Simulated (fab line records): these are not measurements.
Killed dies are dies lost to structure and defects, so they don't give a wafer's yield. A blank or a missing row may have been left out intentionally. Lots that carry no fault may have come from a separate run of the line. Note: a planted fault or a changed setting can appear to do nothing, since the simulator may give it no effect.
Commonality check across tools || flow nand harc || 11 lots, 33 wafers sampled

== WHY THIS WAS OPENED ==
On 1 of the 11 lots, a flag is raised at NHARC_P_ZERO_WELL_CD_MEAS_37 on the reading cd nm. Wafers without a fault read 719.4 nm, standard deviation 1.4.
Rule: a lot gets a flag if all its wafers with a number sit over 4 standard deviations from that mean, or if no wafer of it has a number. The other lots count as sound.

{"lot": "L524", "measured": "day 2 00:14", "on": "cd sem-01", "cd nm (nm), wafer by wafer": "719.6 718.5 720.2", "flag": ""}
{"lot": "L525", "measured": "day 2 10:05", "on": "cd sem-01", "cd nm (nm), wafer by wafer": "719.8 719.4 720.5", "flag": ""}
{"lot": "L526", "measured": "day 2 20:29", "on": "cd sem-03", "cd nm (nm), wafer by wafer": "721.0 718.9 718.9", "flag": ""}
{"lot": "L528", "measured": "day 3 16:15", "on": "cd sem-03", "cd nm (nm), wafer by wafer": "718.8 719.4 719.8", "flag": ""}
{"lot": "L533", "measured": "day 5 18:25", "on": "cd sem-03", "cd nm (nm), wafer by wafer": "729.9 732.1 728.5", "flag": "FLAGGED"}
{"lot": "L535", "measured": "day 6 14:09", "on": "cd sem-02", "cd nm (nm), wafer by wafer": "721.0 720.5 720.2", "flag": ""}
{"lot": "L537", "measured": "day 7 10:14", "on": "cd sem-03", "cd nm (nm), wafer by wafer": "718.8 716.9 718.9", "flag": ""}
{"lot": "L542", "measured": "day 9 12:01", "on": "cd sem-01", "cd nm (nm), wafer by wafer": "717.6 718.0 717.7", "flag": ""}
{"lot": "L543", "measured": "day 9 22:05", "on": "cd sem-03", "cd nm (nm), wafer by wafer": "720.9 720.3 718.8", "flag": ""}
{"lot": "L545", "measured": "day 10 18:16", "on": "cd sem-03", "cd nm (nm), wafer by wafer": "719.2 720.1 720.4", "flag": ""}
{"lot": "L547", "measured": "day 11 14:14", "on": "cd sem-02", "cd nm (nm), wafer by wafer": "719.6 720.2 720.3", "flag": ""}
The mean of the flagged lots' numbers is 730.2 nm, +10.8 nm from the usual (+8 standard deviations).

== EACH LOT AND THE TOOL IT RAN ON ==
2 process steps preceding the reading are held in the record, out of 1302 steps in the route. Cell contents, in order: the tool; ch with the chambers the sampled wafers went through; the start.
{"lot": "L524", "flag": "", "NHARC_P_ZERO_WELL_ETCH_62": "rie diel-06 ch 1,2,3, day 2 00:05 or earlier", "NHARC_P_ZERO_WELL_EXPOSE_34": "krf scanner-02 ch 0, day 2 00:05"}
{"lot": "L525", "flag": "", "NHARC_P_ZERO_WELL_ETCH_62": "rie diel-04 ch 0,1,2, day 2 09:56 or earlier", "NHARC_P_ZERO_WELL_EXPOSE_34": "krf scanner-02 ch 0, day 2 09:56"}
{"lot": "L526", "flag": "", "NHARC_P_ZERO_WELL_ETCH_62": "rie diel-04 ch 0,1,2, day 2 20:20 or earlier", "NHARC_P_ZERO_WELL_EXPOSE_34": "krf scanner-01 ch 0, day 2 20:20"}
{"lot": "L528", "flag": "", "NHARC_P_ZERO_WELL_ETCH_62": "rie diel-07 ch 0,2, day 3 16:05 or earlier", "NHARC_P_ZERO_WELL_EXPOSE_34": "krf scanner-02 ch 0, day 3 16:05"}
{"lot": "L533", "flag": "FLAGGED", "NHARC_P_ZERO_WELL_ETCH_62": "rie diel-07 ch 0,1,3, day 5 18:16 or earlier", "NHARC_P_ZERO_WELL_EXPOSE_34": "krf scanner-04 ch 0, day 5 18:16"}
{"lot": "L535", "flag": "", "NHARC_P_ZERO_WELL_ETCH_62": "rie diel-04 ch 1,2,3, day 6 13:59 or earlier", "NHARC_P_ZERO_WELL_EXPOSE_34": "krf scanner-02 ch 0, day 6 13:59"}
{"lot": "L537", "flag": "", "NHARC_P_ZERO_WELL_ETCH_62": "rie diel-06 ch 1,2,3, day 7 10:05 or earlier", "NHARC_P_ZERO_WELL_EXPOSE_34": "krf scanner-02 ch 0, day 7 10:05"}
{"lot": "L542", "flag": "", "NHARC_P_ZERO_WELL_ETCH_62": "rie diel-07 ch 0,1,3, day 9 11:52 or earlier", "NHARC_P_ZERO_WELL_EXPOSE_34": "krf scanner-01 ch 0, day 9 11:52"}
{"lot": "L543", "flag": "", "NHARC_P_ZERO_WELL_ETCH_62": "rie diel-06 ch 0,2, day 9 21:56 or earlier", "NHARC_P_ZERO_WELL_EXPOSE_34": "krf scanner-04 ch 0, day 9 21:56"}
{"lot": "L545", "flag": "", "NHARC_P_ZERO_WELL_ETCH_62": "rie diel-06 ch 2,3, day 10 18:07 or earlier", "NHARC_P_ZERO_WELL_EXPOSE_34": "krf scanner-02 ch 0, day 10 18:07"}
{"lot": "L547", "flag": "", "NHARC_P_ZERO_WELL_ETCH_62": "rie diel-04 ch 0,2,3, day 11 14:05 or earlier", "NHARC_P_ZERO_WELL_EXPOSE_34": "krf scanner-04 ch 0, day 11 14:05"}
These steps, and what they do:
- NHARC_P_ZERO_WELL_ETCH_62: etches the open film in CHF3/Ar, target depth 13 nm, time 6.5 s.
- NHARC_P_ZERO_WELL_EXPOSE_34: exposes mask P PWELL, target cd 720 nm.
- NHARC_P_ZERO_WELL_CD_MEAS_37: target cd 720 nm.

== FLAGGED OVER TOTAL, TOOL BY TOOL (the gauges that took the reading come last) ==
{"step": "NHARC_P_ZERO_WELL_ETCH_62", "tool": "rie diel-04", "lots run": 4, "flagged": 0, "share of the flagged lots": "none", "sound lots run after its first flagged lot": "-"}
{"step": "NHARC_P_ZERO_WELL_ETCH_62", "tool": "rie diel-06", "lots run": 4, "flagged": 0, "share of the flagged lots": "none", "sound lots run after its first flagged lot": "-"}
{"step": "NHARC_P_ZERO_WELL_ETCH_62", "tool": "rie diel-07", "lots run": 3, "flagged": 1, "share of the flagged lots": "all", "sound lots run after its first flagged lot": "1 (L542)"}
{"step": "NHARC_P_ZERO_WELL_EXPOSE_34", "tool": "krf scanner-01", "lots run": 2, "flagged": 0, "share of the flagged lots": "none", "sound lots run after its first flagged lot": "-"}
{"step": "NHARC_P_ZERO_WELL_EXPOSE_34", "tool": "krf scanner-02", "lots run": 6, "flagged": 0, "share of the flagged lots": "none", "sound lots run after its first flagged lot": "-"}
{"step": "NHARC_P_ZERO_WELL_EXPOSE_34", "tool": "krf scanner-04", "lots run": 3, "flagged": 1, "share of the flagged lots": "all", "sound lots run after its first flagged lot": "2 (L543,L547)"}
{"step": "NHARC_P_ZERO_WELL_CD_MEAS_37", "tool": "cd sem-01", "lots run": 3, "flagged": 0, "share of the flagged lots": "none", "sound lots run after its first flagged lot": "-"}
{"step": "NHARC_P_ZERO_WELL_CD_MEAS_37", "tool": "cd sem-02", "lots run": 2, "flagged": 0, "share of the flagged lots": "none", "sound lots run after its first flagged lot": "-"}
{"step": "NHARC_P_ZERO_WELL_CD_MEAS_37", "tool": "cd sem-03", "lots run": 6, "flagged": 1, "share of the flagged lots": "all", "sound lots run after its first flagged lot": "3 (L537,L543,L545)"}
NHARC_P_ZERO_WELL_ETCH_62: start missing for some lots; hours and lot order therefore follow NHARC_P_ZERO_WELL_EXPOSE_34.

== WHAT IS ALLOWED BY THE TABLE ==
3 rows of the table ran every flagged lot: rie diel-07 at NHARC_P_ZERO_WELL_ETCH_62, krf scanner-04 at NHARC_P_ZERO_WELL_EXPOSE_34, cd sem-03 at NHARC_P_ZERO_WELL_CD_MEAS_37.
- rie diel-07 at NHARC_P_ZERO_WELL_ETCH_62 ran 3 lots, 1 of them flagged. Sound lots ran on it after the first flagged one (L542), which a lasting fault on the whole tool wouldn't allow.
- krf scanner-04 at NHARC_P_ZERO_WELL_EXPOSE_34 ran 3 lots, 1 of them flagged. Sound lots ran on it after the first flagged one (L543, L547), which a lasting fault on the whole tool wouldn't allow.
- cd sem-03 at NHARC_P_ZERO_WELL_CD_MEAS_37 ran 6 lots, 1 of them flagged. Sound lots ran on it after the first flagged one (L537, L543, L545), which a lasting fault on the whole tool wouldn't allow.
There is no row in the table that ran each flagged lot and no sound lot after the first.

== WHAT THE SIMULATOR HAD INSERTED ==
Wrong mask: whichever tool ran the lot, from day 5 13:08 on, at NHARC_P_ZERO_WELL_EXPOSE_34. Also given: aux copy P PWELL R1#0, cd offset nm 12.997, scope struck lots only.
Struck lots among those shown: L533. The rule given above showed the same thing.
